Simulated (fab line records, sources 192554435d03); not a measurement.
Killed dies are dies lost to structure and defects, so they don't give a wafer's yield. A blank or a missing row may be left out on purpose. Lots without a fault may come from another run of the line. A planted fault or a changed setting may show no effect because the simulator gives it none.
fab line records | flow n5_finfet
record lots=12 wafers=36 last_day=18
route steps=1938 shown BEOL_M9@1461 BEOL_M10@1472
lots that met no fault: from a run of the same line without faults
start_h: hours from the record's first day to the start of the lot's first wafer shown | wait_h: hours since the lot's step before | " the same as in the row above | L1.1+2: a row that stands for several wafers | - no value, or no start given | * or withheld: withheld | < > ~ a bound
route shown NAME@n: a module of which the file shows steps, and the number in the route of the first | usual: mean/standard deviation of fault-free wafers | same: alike in all rows | chamber/n: place in a boat | sites: the reading at each site | _std_site: their standard deviation | _edge_site: outer sites' mean less inner sites' | radius_mm: how far each site lies from the wafer's centre | mask NAME#n: copy n | behind: the tool/chamber that last shaped the wafer | hold: why the lot was held/for how many hours/how that ended | device: the transistor (n, p or np) that didn't switch | end of line: the same wafers' tests at the end of the route | a step without rows: its recipe alone | killed: dies lost to structure and defects at the first sort, not the wafer's yield | map: a wafer's dies, x killed, . not, _ none there
set.NAME: the setting as run; set.NAME@STEP: as run at that earlier step | model.NAME: the simulator's own value behind a step, which no gauge read
steps of the route over a sample of lots; a table a step, a row a wafer
services: from which hour (start_h, from the record's first day; less than 0 if before it) a tool's chamber was out of use, for how many hours, and why
## steps
# step N5_BEOL_M9_SPUTTER_48
# recipe material=Cu target_thk_a=120 temp_c=-20 bias_v=60 power_w=26000 chamber_pressure_pa=0.13 time_s=2
# usual chamber_pressure_pa=0.12999/0.00026 throttle_valve_pct=30.6/0.82
# columns lot.wafer tool chamber start_h wait_h chamber_pressure_pa throttle_valve_pct
L571.1 pvd_sputter-01 - 229.85 0.1 0.13014 31.7
L571.3 " - " " 0.13042 31.4
L571.5 " - " " 0.13012 30.1
L572.3 pvd_sputter-03 - 230.73 0.1 0.12986 32.0
L572.4 " - " " 0.12996 29.2
L572.6 " - " " 0.12979 32.2
L573.1 pvd_sputter-01 - 246.38 0.4 0.13009 31.9
L573.3 " - " " 0.12998 31.5
L573.6 " - " " 0.13006 31.8
L574.1 pvd_sputter-02 - 247.14 0.1 0.13006 30.1
L574.3 " - " " 0.13006 30.8
L574.5 " - " " 0.12992 30.3
L575.2 pvd_sputter-01 - 254.83 0.1 0.13016 30.0
L575.4 " - " " 0.12986 31.8
L575.5 " - " " 0.12977 31.1
L577.1 pvd_sputter-02 - 255.09 0.1 0.12988 30.7
L577.2 " - " " 0.12994 30.4
L577.6 " - " " 0.12999 30.5
L579.2 pvd_sputter-02 - 278.27 0.2 0.1298 30.5
L579.4 " - " " 0.12959 30.7
L579.6 " - " " 0.12977 30.8
L582.3 pvd_sputter-03 - 306.25 0.1 0.13 31.1
L582.5 " - " " 0.1299 32.1
L582.6 " - " " 0.12986 29.8
L584.2 pvd_sputter-03 - 308.61 0.1 0.12958 31.5
L584.4 " - " " 0.13032 29.5
L584.6 " - " " 0.13033 31.1
L591.4 pvd_sputter-02 - 343.72 0.1 0.12992 29.7
L591.5 " - " " 0.1298 29.7
L591.6 " - " " 0.13009 30.5
L592.1 pvd_sputter-01 - 356.03 0.1 0.13001 30.0
L592.5 " - " " 0.12976 30.1
L592.6 " - " " 0.13005 31.7
L593.1 pvd_sputter-01 - 376.46 1.4 0.12966 31.2
L593.2 " - " " 0.12988 31.6
L593.3 " - " " 0.13043 29.8
# step N5_BEOL_M9_INSPECT_58
# recipe inspect_instrument=darkfield mode=post_dep
# usual raw_defect_count=81/31
# columns lot.wafer tool chamber start_h wait_h raw_defect_count
L571.1 defect_inspect-01 - 230.88 0.0 46
L571.3 " - " " 80
L571.5 " - " " 65
L572.3 defect_inspect-02 - 231.73 0.0 152
L572.4 " - " " 134
L572.6 " - " " 136
L573.1 defect_inspect-02 - 247.55 0.0 57
L573.3 " - " " 98
L573.6 " - " " 89
L574.1 defect_inspect-01 - 248.21 0.0 68
L574.3 " - " " 56
L574.5 " - " " 61
L575.2 defect_inspect-01 - 255.81 0.0 78
L575.4 " - " " 100
L575.5 " - " " 87
L577.1 defect_inspect-02 - 256.14 0.0 45
L577.2 " - " " 82
L577.6 " - " " 109
L579.2 defect_inspect-02 - 279.25 0.0 94
L579.4 " - " " 121
L579.6 " - " " 146
L582.3 defect_inspect-01 - 307.24 0.0 96
L582.5 " - " " 88
L582.6 " - " " 86
L584.2 defect_inspect-02 - 309.80 0.0 226
L584.4 " - " " 134
L584.6 " - " " 187
L591.4 defect_inspect-02 - 344.78 0.0 105
L591.5 " - " " 77
L591.6 " - " " 82
L592.1 defect_inspect-01 - 357.94 0.0 112
L592.5 " - " " 84
L592.6 " - " " 111
L593.1 defect_inspect-01 - 377.58 0.0 65
L593.2 " - " " 45
L593.3 " - " " 71
# step N5_BEOL_M10_THK_MEAS_01
# recipe reads=SiCOH_lowk_of_BEOL_M10_ILD_DEP_00
# usual M10_ILD_THK=268/4.7
# columns lot.wafer tool chamber start_h wait_h M10_ILD_THK[nm]
L571.1 film_metro-01 - 231.63 0.4 264
L571.3 " - " " 275
L571.5 " - " " 278
L572.3 film_metro-02 - 232.36 0.3 275
L572.4 " - " " 275
L572.6 " - " " 270
L573.1 film_metro-02 - 248.65 0.8 261
L573.3 " - " " 265
L573.6 " - " " 262
L574.1 film_metro-01 - 248.84 0.4 271
L574.3 " - " " 261
L574.5 " - " " 269
L575.2 film_metro-02 - 256.48 0.4 261
L575.4 " - " " 265
L575.5 " - " " 270
L577.1 film_metro-01 - 256.96 0.4 271
L577.2 " - " " 262
L577.6 " - " " 274
L579.2 film_metro-02 - 279.88 0.4 260
L579.4 " - " " 264
L579.6 " - " " 273
L582.3 film_metro-02 - 307.86 0.3 271
L582.5 " - " " 266
L582.6 " - " " 271
L584.2 film_metro-02 - 310.43 0.4 264
L584.4 " - " " 266
L584.6 " - " " 275
L591.4 film_metro-01 - 345.41 0.2 268
L591.5 " - " " 268
L591.6 " - " " 267
L592.1 film_metro-01 - 358.57 0.4 268
L592.5 " - " " 279
L592.6 " - " " 273
L593.1 film_metro-01 - 378.27 0.4 265
L593.2 " - " " 273
L593.3 " - " " 266
# step N5_BEOL_M10_COAT_60
# recipe resist=SiARC temp_c=220 time_s=60 spin_rpm=1500 resist_thk_nm=30
# usual spin_speed_rpm=1499.9/0.95
# columns lot.wafer tool chamber start_h wait_h spin_speed_rpm
L571.1 litho_track-01 0 233.26 - 1500.3
L571.3 " 0 " " 1500.4
L571.5 " 0 " " 1499.7
L572.3 litho_track-05 0 233.36 - 1499.5
L572.4 " 0 " " 1500.2
L572.6 " 0 " " 1500.5
L573.1 litho_track-01 0 250.82 - 1500.4
L573.3 " 0 " " 1501.9
L573.6 " 0 " " 1500.9
L574.1 litho_track-05 0 251.02 - 1499.5
L574.3 " 0 " " 1501.4
L574.5 " 0 " " 1499.3
L575.2 litho_track-05 0 257.68 - 1500.4
L575.4 " 0 " " 1500.3
L575.5 " 0 " " 1498.8
L577.1 litho_track-03 0 258.22 - 1501.1
L577.2 " 0 " " 1499.6
L577.6 " 0 " " 1499.9
L579.2 litho_track-03 0 282.50 - 1499.8
L579.4 " 0 " " 1498.7
L579.6 " 0 " " 1498.8
L582.3 litho_track-05 0 308.15 - 1499.9
L582.5 " 0 " " 1500.8
L582.6 " 0 " " 1498.8
L584.2 litho_track-03 0 311.24 - 1499.3
L584.4 " 0 " " 1500.0
L584.6 " 0 " " 1500.1
L591.4 litho_track-01 0 347.93 - 1372.9
L591.5 " 0 " " 1372.3
L591.6 " 0 " " 1370.4
L592.1 litho_track-05 0 358.92 - 1500.5
L592.5 " 0 " " 1499.8
L592.6 " 0 " " 1502.1
L593.1 litho_track-01 0 380.30 - 1372.1
L593.2 " 0 " " 1371.6
L593.3 " 0 " " 1371.7
## services
# columns tool chamber start_h hours kind
litho_track-03 - 284.85 - consumable_replace:filter
pvd_sputter-02 - 288.91 7.9 repair
pvd_sputter-02 - 303.50 6.2 repair
litho_track-05 - 346.20 - consumable_replace:filter
## key
first_sign step=N5_BEOL_M10_COAT_60 reading=spin_speed_rpm direction=down sigmas=99+ usual=* struck=*
effect none on later readings
met_at N5_BEOL_M10_COAT_60
struck_lots L591,L593
not_acting_at N5_BEOL_M9_SPUTTER_48,N5_BEOL_M9_INSPECT_58,N5_BEOL_M10_THK_MEAS_01
onset_between 250.82 347.93
fault kind=process_parameter_drift tool=litho_track-01 chamber=- onset_h=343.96 steps=N5_BEOL_M10_COAT_60 channel=spin_rpm offset=* shape=step end_h=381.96 acts_in=* stated=*
